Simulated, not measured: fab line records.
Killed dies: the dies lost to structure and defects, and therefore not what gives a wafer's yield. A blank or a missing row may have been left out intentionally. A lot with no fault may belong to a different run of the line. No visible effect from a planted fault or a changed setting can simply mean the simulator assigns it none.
fab line records | flow nandHarc
record lots=5 wafers=15 lastDay=25
route steps=1159 shown P_GATE@185 END@1159
lots that met no fault: from a run of the same line without faults
startH: the number of hours between the record's first day and the start of the first shown wafer of the lot | waitH: hours elapsed since this lot's preceding step | " unchanged from the row above | L1.1+2: several wafers, shown together as one row | - either no value or no given start | * or withheld: withheld | < > ~ a bound
route shown NAME@n: a module of which the file shows steps, and the number in the route of the first | usual: mean/standard deviation of fault-free wafers | same: alike in all rows | chamber/n: place in a boat | sites: each site's reading | _std_site: standard deviation of those values | _edge_site: inner sites' mean taken away from outer sites' mean | radiusMm: for every site, how far away it sits from the centre of the wafer | mask NAME#n: copy n | behind: the last tool/chamber to shape the wafer | hold: reason for holding the lot/hours on hold/outcome of the hold | device: whichever transistor did not switch (one of n, p or np) | end of line: the same wafers' tests at the end of the route | for a step that has no rows: nothing shown but its recipe | killed: dies that structure and defects cost at the first sort, which is not the same as the wafer's yield | map: a wafer's dies, x killed, . not, _ none there
set.NAME: setting as actually run; set.NAME@STEP: the setting as run at that earlier step | model.NAME: the simulator's own value behind a step, which no gauge read
a table for each step, a row for each wafer; lots at some steps of the route
services: from which hour (startH, from the record's first day; less than 0 if before it) a tool's chamber was out of use, for how many hours, and why
## steps
# step NHARC_P_GATE_CD_MEAS_59
# recipe targetCdNm=720 landingEnergyEv=500
# usual cdNm=721.0/2.4
# columns lot.wafer tool chamber startH waitH cdNm
L382.3 cdSem-01 0 116.72 - 722.2
L382.4 " 0 " " 725.3
L382.6 " 0 " " 726.1
L391.3 cdSem-03 0 166.77 - 723.7
L391.4 " 0 " " 721.0
L391.5 " 0 " " 719.6
L394.3 cdSem-01 0 182.10 - 721.7
L394.5 " 0 " " 718.8
L394.6 " 0 " " 720.7
L393.1 cdSem-03 0 182.63 - 720.8
L393.2 " 0 " " 721.5
L393.6 " 0 " " 721.9
L403.1 cdSem-01 0 251.92 - 716.8
L403.2 " 0 " " 716.2
L403.5 " 0 " " 718.0
# step NHARC_P_GATE_HARDBAKE_60
# recipe tempC=125 timeS=80
# step NHARC_P_GATE_DESCUM_61
# recipe timeS=3 o2FlowSccm=200 arFlowSccm=0 biasPowerW=0 chemistry=O2
# usual drypumpMotorCurrentA=5.7/0.31 oesProductAu=0.997/0.014 rfVppV=57.7/0.88 showerheadPlenumPTorr=1.90/0.076 throttleValvePct=11.311/0.0085
# columns lot.wafer tool chamber startH waitH drypumpMotorCurrentA oesProductAu rfHoursCounterH rfVppV showerheadPlenumPTorr throttleValvePct
L382.3 rieDiel-10 1 116.88 - 6.3 0.994 38 56.4 1.78 11.305
L382.4 " 0 " " 6.3 0.998 37 58.0 2.04 11.304
L382.6 " 2 " " 5.6 1.012 - 56.8 1.87 11.317
L391.3 rieDiel-12 3 166.93 - 6.0 0.994 24 60.3 1.96 11.330
L391.4 " 1 " " 5.5 0.968 24 56.1 1.83 11.305
L391.5 " 2 " " 5.7 0.999 - 56.6 1.87 11.296
L394.3 rieDiel-12 3 182.28 - 6.0 0.996 24 58.9 1.96 11.317
L394.5 " 1 " " 5.5 0.975 - 56.9 1.82 11.295
L394.6 " 2 " " 5.7 1.005 - 58.3 1.87 11.308
L393.2 rieDiel-12 0 182.79 - 5.3 1.016 27 58.6 1.99 11.313
L393.1 " 3 " " 6.0 0.994 24 57.5 1.96 11.298
L393.6 " 1 " " 5.5 0.969 - 57.6 1.82 11.304
L403.1 rieDiel-12 1 252.09 - 5.5 0.983 8 57.4 1.82 11.316
L403.2 " 2 " " 5.7 1.023 7 57.7 1.87 11.309
L403.5 " 1 " " 5.5 0.986 - 59.5 1.82 11.309
# step NHARC_P_GATE_IMPLANT_62
# recipe energyKev=20 doseCm2=3e+15 tiltDeg=7
# step NHARC_P_GATE_STRIP_112
# recipe powerW=1500 tempC=110 timeS=200 chemistry=N2/H2
# usual drypumpMotorCurrentA=5.7/0.33 heaterPowerW=89/7.2
# columns lot.wafer tool chamber startH waitH drypumpMotorCurrentA heaterPowerW rfHoursCounterH
L382.3 plasmaAsher-02 0 117.34 0.2 5.3 98 -
L382.4 " 1 " " 6.1 83 -
L382.6 " 1 " " 6.1 82 -
L391.3 plasmaAsher-01 1 167.38 0.2 5.7 95 -
L391.4 " 0 " " 5.5 80 -
L391.5 " 0 " " 5.5 79 -
L394.3 plasmaAsher-01 0 182.76 0.3 5.5 80 -
L394.5 " 1 " " 5.7 92 -
L394.6 " 0 " " 5.5 80 -
L393.2 plasmaAsher-01 0 183.16 0.2 5.5 80 25
L393.1 " 1 " " 5.7 95 25
L393.6 " 0 " " 5.5 79 -
L403.2 plasmaAsher-02 0 252.45 0.2 5.3 92 19
L403.1 " 1 " " 6.1 83 19
L403.5 " 1 " " 6.1 83 -
# step NHARC_P_GATE_STRIP_76
# recipe powerW=1500 tempC=250 chemistry=O2
# usual drypumpMotorCurrentA=5.7/0.34 heaterPowerW=331/26
# columns lot.wafer tool chamber startH waitH drypumpMotorCurrentA heaterPowerW rfHoursCounterH
L382.3 plasmaAsher-02 0 117.54 0.2 5.3 369 -
L382.4 " 1 " " 6.1 319 -
L382.6 " 1 " " 6.1 310 -
L391.3 plasmaAsher-01 1 167.57 0.2 5.7 359 -
L391.4 " 0 " " 5.5 296 -
L391.5 " 0 " " 5.5 295 -
L394.3 plasmaAsher-01 0 182.93 0.1 5.5 295 -
L394.5 " 1 " " 5.7 352 -
L394.6 " 0 " " 5.5 300 -
L393.2 plasmaAsher-01 0 183.42 0.2 5.5 300 26
L393.1 " 1 " " 5.7 354 26
L393.6 " 0 " " 5.6 293 -
L403.2 plasmaAsher-02 0 252.71 0.2 5.3 343 19
L403.1 " 1 " " 6.1 314 19
L403.5 " 1 " " 6.1 319 -
# step NHARC_P_GATE_STRIP_63
# recipe timeS=900 tempC=130 chemistry=SPM
# step NHARC_P_GATE_DEHYDRATE_83
# recipe tempC=150 timeS=120
# step NHARC_P_GATE_HMDS_84
# recipe timeS=30
# step NHARC_P_GATE_COAT_85
# recipe spinRpm=3000
# step NHARC_P_GATE_SOFTBAKE_86
# recipe tempC=122 timeS=95
# step NHARC_P_GATE_EBR_87
# step NHARC_P_GATE_EXPOSE_88
# recipe na=0.6 targetCdNm=2000 doseMj=11.87 maskId=P_HVN
# usual exposureDoseMJCm2=11.868/0.011 focusOffsetNm=0.0/0.53
# columns lot.wafer tool chamber startH waitH mask exposureDoseMJCm2 focusOffsetNm
L382.3 krfScanner-04 0 118.36 - P_HVN#0 11.844 0.2
L382.4 " 0 " " P_HVN#0 11.862 -0.3
L382.6 " 0 " " P_HVN#0 11.854 -0.5
L391.3 krfScanner-01 0 168.21 - P_HVN#0 11.878 -1.2
L391.4 " 0 " " P_HVN#0 11.875 -0.9
L391.5 " 0 " " P_HVN#0 11.881 -0.5
L394.3 krfScanner-02 0 183.68 - P_HVN#0 11.879 1.0
L394.5 " 0 " " P_HVN#0 11.872 0.6
L394.6 " 0 " " P_HVN#0 11.863 0.5
L393.1 krfScanner-02 0 184.06 - P_HVN_R1#0 11.881 0.3
L393.2 " 0 " " P_HVN_R1#0 11.864 -0.2
L393.6 " 0 " " P_HVN_R1#0 11.850 0.4
L403.1 krfScanner-04 0 253.48 - P_HVN#0 11.874 -0.1
L403.2 " 0 " " P_HVN#0 11.865 -0.6
L403.5 " 0 " " P_HVN#0 11.862 -0.4
# step NHARC_P_GATE_PEB_89
# recipe pebTempC=118 pebTimeS=85
# step NHARC_P_GATE_DEVELOP_90
# recipe timeS=70
# step NHARC_P_GATE_CD_MEAS_91
# recipe targetCdNm=2000 landingEnergyEv=500
# usual cdNm=2000.5/1.8
# columns lot.wafer tool chamber startH waitH cdNm
L382.3 cdSem-03 0 118.50 - 1998.3
L382.4 " 0 " " 2000.1
L382.6 " 0 " " 2000.2
L391.3 cdSem-03 0 168.35 - 2002.2
L391.4 " 0 " " 2000.1
L391.5 " 0 " " 2000.4
L394.3 cdSem-02 0 183.85 - 2004.7
L394.5 " 0 " " 2001.7
L394.6 " 0 " " 2002.4
L393.1 cdSem-02 0 184.21 - 2137.6
L393.2 " 0 " " 2137.5
L393.6 " 0 " " 2137.3
L403.1 cdSem-02 0 253.64 - 1999.8
L403.2 " 0 " " 1997.3
L403.5 " 0 " " 1998.2
# step NHARC_P_GATE_HARDBAKE_92
# recipe tempC=125 timeS=80
# step NHARC_P_GATE_DESCUM_93
# recipe timeS=3 o2FlowSccm=200 arFlowSccm=0 biasPowerW=0 chemistry=O2
# usual drypumpMotorCurrentA=5.7/0.36 oesProductAu=1.002/0.013 rfVppV=57.9/0.9 showerheadPlenumPTorr=1.90/0.085 throttleValvePct=11.311/0.009
# columns lot.wafer tool chamber startH waitH drypumpMotorCurrentA oesProductAu rfHoursCounterH rfVppV showerheadPlenumPTorr throttleValvePct model.P_GATE.cdNm
L382.3 rieDiel-10 2 118.66 - 5.6 1.022 41 58.1 1.87 11.314 1999
L382.4 " 0 " " 6.2 0.998 38 57.5 2.04 11.302 1999
L382.6 " 2 " " 5.6 1.014 - 56.9 1.87 11.322 2001
L391.3 rieDiel-12 0 168.52 - 5.3 1.011 24 57.7 1.99 11.317 2003
L391.4 " 1 " " 5.5 0.979 24 58.6 1.83 11.309 2000
L391.5 " 0 " " 5.3 1.016 - 56.9 1.99 11.303 2001
L394.3 rieDiel-12 1 184.03 - 5.5 0.972 28 56.9 1.83 11.305 2004
L394.6 " 3 " " 5.9 1.004 - 57.4 1.96 11.324 2002
L394.5 " 0 " " 5.3 1.010 - 58.9 1.99 11.302 2002
L393.2 rieDiel-12 3 184.39 - 6.0 1.000 25 58.4 1.96 11.312 2137
L393.1 " 0 " " 5.3 1.000 27 57.5 1.99 11.313 2138
L393.6 " 2 " " 5.7 0.998 - 58.3 1.87 11.305 2137
L403.2 rieDiel-10 3 253.84 - 6.0 0.981 35 57.4 1.97 11.311 1997
L403.1 " 1 " " 6.3 0.992 34 57.4 1.76 11.317 2000
L403.5 " 1 " " 6.3 0.991 - 58.2 1.76 11.305 1999
# step NHARC_P_GATE_IMPLANT_94
# recipe energyKev=60 doseCm2=2e+15 tiltDeg=7
# step NHARC_END_SORT_01
# recipe tempC=25
# usual killedAtArray=27/10 killedAtOther=0.6/0.83 killedAtPeriphery=2.4/1.8 killedDies=30/10 killedOpen=3.3/1.7 killedShort=1.8/1.4
# same grossDies=677
# columns lot.wafer tool chamber startH waitH killedAtArray killedAtOther killedAtPeriphery killedDies killedOpen killedShort
L393.2 prober-02 0 509.91 2.8 28 0 3 31 4 2
L393.6 prober-02 0 513.13 4.0 29 2 2 33 4 2
# killed by level:class
L393.2 A_CHANNEL_HOLE_D1:chamberFilmFlake=15 A_CONTACT:chamberFilmFlake=6 A_WL_FILL:chamberFilmFlake=2 P_CONTACT:geometricParticle:short=1 P_CONTACT:geometricParticle:open=1 A_ONON_D1:geometricParticle:open=1 A_WL_FILL:geometricParticle:open=1 A_CONTACT:geometricParticle:short=1
L393.6 A_CHANNEL_HOLE_D1:chamberFilmFlake=17 A_CONTACT:chamberFilmFlake=4 A_STAIRCASE:chamberFilmFlake=3 A_CONTACT:geometricParticle:open=2 P_CONTACT:geometricParticle:open=1 A_CHANNEL_FILL_D1:geometricParticle:short=1 A_CHANNEL_FILL_D1:chamberFilmFlake=1 A_WL_FILL:geometricParticle:open=1
## services
# columns tool chamber startH hours kind
plasmaAsher-01 - 99.00 9.0 pm
krfScanner-02 - 102.66 0.6 repair
rieDiel-12 0 108.14 - clean
rieDiel-12 1 108.14 - clean
rieDiel-12 2 108.14 - clean
rieDiel-12 3 108.14 - clean
plasmaAsher-02 - 110.17 1.5 repair
rieDiel-12 3 111.95 6.8 repair
plasmaAsher-02 - 114.12 1.7 repair
krfScanner-04 - 126.00 4.0 pm
rieDiel-12 0 132.67 - clean
rieDiel-12 1 132.67 - clean
rieDiel-10 2 133.21 3.4 repair
rieDiel-10 1 135.60 11.1 repair
rieDiel-12 3 170.63 10.5 repair
rieDiel-10 - 176.50 9.0 pm
plasmaAsher-02 - 183.00 9.0 pm
krfScanner-02 - 191.19 4.8 repair
krfScanner-02 - 199.54 0.8 repair
rieDiel-12 3 202.17 20.3 repair
rieDiel-12 - 202.40 9.0 pm
rieDiel-10 2 206.85 1.4 repair
krfScanner-02 - 214.30 4.0 pm
krfScanner-04 - 224.81 0.9 repair
## key
firstSign step=NHARC_P_GATE_EXPOSE_88 reading=mask direction=changed
effect step=NHARC_P_GATE_CD_MEAS_91 reading=cdNm direction=up sigmas=77 usual=2000.5 struck=2137.4
modelEffect step=NHARC_P_GATE_DESCUM_93 value=P_GATE.cdNm without=2000 struck=2137
metAt NHARC_P_GATE_EXPOSE_88
struckWafers L393.1,L393.2,L393.6
testerLeftOut L393
onsetBetween 183.68 184.06
fault kind=wrongMask tool=any chamber=- onsetH=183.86 steps=NHARC_P_GATE_EXPOSE_88 auxCopy=P_HVN_R1#0 cdOffsetNm=137.38 scope=struckLotsOnly
# testerLeftOut: of these lots the tester's yield and bins aren't shown, on N5 and GAA mostly nor the transistor test; their killed dies are dies lost to structure and defects alone, not to doping, threshold or leakage, so they don't give the yield
